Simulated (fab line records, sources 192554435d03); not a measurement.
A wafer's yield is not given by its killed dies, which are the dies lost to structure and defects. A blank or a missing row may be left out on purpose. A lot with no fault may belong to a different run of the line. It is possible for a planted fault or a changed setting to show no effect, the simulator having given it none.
Chamber matching | flow n5 finfet | N5_WELL_APT_DESCUM_13 on rie diel-06 has 4 sister chambers
The step chemistry O2, time 7.9 s. 4 wafers are shown with their chamber, then 12 later ones without.

== WAFERS PAIRED WITH THEIR CHAMBERS ==
wafer  | chamber | showerhead plenum p Torr (Torr)
L083.2 | 1       | 2.10
L086.1 | 3       | 2.00
L086.2 | 2       | 1.99
L086.4 | 0       | 2.19

== WAFERS WHOSE CHAMBER IS MISSING ==
wafer  | showerhead plenum p Torr (Torr)
L087.1 | 2.10
L087.5 | 2.10
L087.6 | 2.19
L089.2 | 1.98
L089.5 | 2.19
L089.6 | 1.98
L092.1 | 1.98
L092.2 | 2.00
L092.4 | 2.18
L096.1 | 2.09
L096.2 | 1.99
L096.5 | 1.99

== WHICH CHAMBER EACH ONE RAN IN ==
wafer  | from the rows above     | in truth
L087.1 | 1                       | 1
L087.5 | 1                       | 1
L087.6 | 0                       | 0
L089.2 | can't be placed: 2 or 3 | 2
L089.5 | 0                       | 0
L089.6 | can't be placed: 2 or 3 | 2
L092.1 | can't be placed: 2 or 3 | 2
L092.2 | can't be placed: 3 or 2 | 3
L092.4 | 0                       | 0
L096.1 | 1                       | 1
L096.2 | can't be placed: 2 or 3 | 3
L096.5 | can't be placed: 2 or 3 | 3
6 of 12 placed correctly. From these rows, 6 cannot be placed; in 6 the true chamber is one of the candidates. Placed wrongly: 0.
How it was worked out, from the rows above alone: a wafer's distance from a chamber is the root of the sum, over the readings, of the square of ((its reading less the chamber's mean) divided by the reading's scatter). If the next closest chamber is less than 2 further off than the closest, the wafer can't be placed; otherwise it belongs to the closest. A chamber's mean is the mean of its shown wafers. The scatter (one wafer shown for each chamber): square how far every hidden wafer sits from the nearest shown wafer, average those squares and take the square root.
